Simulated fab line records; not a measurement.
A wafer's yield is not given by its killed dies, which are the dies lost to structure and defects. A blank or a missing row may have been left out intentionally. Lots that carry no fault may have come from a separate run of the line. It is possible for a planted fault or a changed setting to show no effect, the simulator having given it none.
A struck lot beside a sound one -- flow n5_finfet -- 37 steps out of a route of 1938
Sound: the wafers L882.2, L882.3, L882.4. Struck: wafer L877.2 (left out: L877.3, a lot-mate that was not struck); the cause follows at the end.
Order at every step that has rows: each side's tool, ch and its chambers, its first start. Under that, the readings that differ: sound wafers -- struck wafers -- difference of the means -- sigmas: that difference in standard deviations of wafers without a fault.
alike: readings whose means differ by less than 2 such deviations, and words and numbers that are the same on both sides. not compared: withheld readings, readings that some wafer has no value for, bounds like >300 that may hide the same value, and numbers for which the record gives no deviation and whose values overlap.
The two part at a step that has a row with sigmas, a row that says differs or no value, or rows on one side only. Numbers that don't overlap but have no deviation are shown without sigmas and don't part them. A reading that every wafer of one side lacks parts them only if that side has two wafers or more.

first, 9 steps without rows for these wafers: N5_STI_FIN_REVEAL_STRIP_35 (strips Si3N4 in H3PO4, target depth 4 nm, time 39 s); N5_STI_FIN_REVEAL_SRD_21 (time 30 s); N5_STI_FIN_REVEAL_OXIDATION_33 (chemistry O2 PLASMA REMOTE, time 20 s); N5_STI_FIN_REVEAL_CLEAN_19 (cleans in O3/DIW, time 120 s); N5_STI_FIN_REVEAL_SRD_23 (time 30 s); N5_STI_FIN_REVEAL_PRECLEAN_18 (cleans in SC2, time 45 s); N5_STI_FIN_REVEAL_SRD_28 (time 30 s); N5_DUMMY_GATE_PRECLEAN_00 (cleans in O3/DIW, time 60 s); N5_DUMMY_GATE_SRD_01 (time 30 s).
N5_DUMMY_GATE_ALD_02: deposits SiO2, target thk 2 nm, pulse time 1 s.
  sound on ald_sin-02 ch 0,2,3, day 7 20:05; struck on ald_sin-01 ch 3, day 6 12:17
reading,sound,struck,difference,sigmas
model.SiO2_of_DUMMY_GATE_ALD_02.thk_nm (nm),2 2 2,0.8,-1.2,
  alike: heater_power_w, precursor_pulse_height_rel
then, 24 steps without rows for these wafers: N5_DUMMY_GATE_CVD_03 (deposits a-Si from SiH4, target thk 150 nm, time 8042 s); N5_DUMMY_GATE_PRECLEAN_46 (cleans in DIW, time 89.5 s); N5_DUMMY_GATE_SRD_47 (dry time 32 s); N5_DUMMY_GATE_CMP_04 (polishes a-Si); N5_DUMMY_GATE_HM_DEP_06 (deposits SiNx from DCS/NH3, target thk 80 nm, time 5141 s); N5_DUMMY_GATE_PECVD_30 (deposits SiO2 from TEOS/O2, target thk 55 nm, time 10.8 s); N5_DUMMY_GATE_COAT_34 (time 60 s, resist thk 60 nm); N5_DUMMY_GATE_COAT_35 (time 60 s, resist thk 10 nm); N5_DUMMY_GATE_COAT_28 (time 60 s, resist thk 10 nm); N5_DUMMY_GATE_COAT_09 (resist thk 30 nm); N5_DUMMY_GATE_EBR_11; N5_DUMMY_GATE_SOFTBAKE_10 (time 60 s); N5_DUMMY_GATE_EXPOSE_12 (exposes mask GATE, target cd 25 nm); N5_DUMMY_GATE_PEB_13 (peb time 60 s); N5_DUMMY_GATE_DEVELOP_14 (develop time 30 s); N5_DUMMY_GATE_DESCUM_20 (chemistry O2, time 6.2 s); N5_DUMMY_GATE_ETCH_29 (etches underlayer in N2/H2, target depth 13 nm); N5_DUMMY_GATE_ETCH_36 (etches SiARC in CF4, target depth 13 nm); N5_DUMMY_GATE_ETCH_37 (etches SOC in N2/H2, target depth 60 nm, overetch 30 nm); N5_DUMMY_GATE_STRIP_38 (strips in N2/H2); N5_DUMMY_GATE_STRIP_39 (strips in N2/H2); N5_DUMMY_GATE_TRIM_49 (chemistry O2, time 29 s, target cd 14 nm); N5_DUMMY_GATE_STRIP_40 (strips in CF4); N5_DUMMY_GATE_ETCH_31 (etches SiO2 in C4F6/O2, target depth 82.5 nm, time 27.5 s).
N5_DUMMY_GATE_ETCH_44: etches poly-Si in HBr/O2, stops on SiO2, target depth 127.5 nm.
  sound on rie_si-01 ch 0,1,2, day 8 05:28; struck on rie_si-01 ch 1, day 6 22:02
reading,sound,struck,difference,sigmas
drypump_motor_current_A (A),5.1 6.6 5.2,6.6,+1.0,+2
model.SiO2_of_DUMMY_GATE_ALD_02.thk_nm (nm),2 2 2,0,-2,
  alike: oes_product_au, throttle_valve_pct
  not compared: rf_hours_counter_h
-- here the record skips 6 days between the struck wafers' starts before and after, leaving off in module DUMMY_GATE and picking up in module BEOL_M4 (first step shown: number 1111 of the route) --
N5_BEOL_M4_RC_MEAS_101:
  sound on prober-01 ch 0, day 13 20:37; struck on prober-01 ch 0, day 12 21:37
reading,sound,struck,difference,sigmas
ION_N (uA/um),664 645 664,687,+29,+2
SS_N (mV/dec),72.1 72.1 71.7,73.7,+1.7,+2
  alike: DIBL_N, DIBL_P, IOFF_N, IOFF_P, ION_P, SS_P, VT_N, VT_P
-- here the record skips 5 days between the struck wafers' starts before and after, leaving off in module BEOL_M4 and picking up in module PASSIVATION (first step shown: number 1936 of the route) --
N5_PASSIVATION_PROBE_49:
  rows exist in the record for the struck wafers here (prober-01, day 17 14:40), but not for the sound ones

## WHERE THEY PART
First at N5_DUMMY_GATE_ETCH_44; last, within this record, at N5_PASSIVATION_PROBE_49.

WHY: whatever the simulator had introduced
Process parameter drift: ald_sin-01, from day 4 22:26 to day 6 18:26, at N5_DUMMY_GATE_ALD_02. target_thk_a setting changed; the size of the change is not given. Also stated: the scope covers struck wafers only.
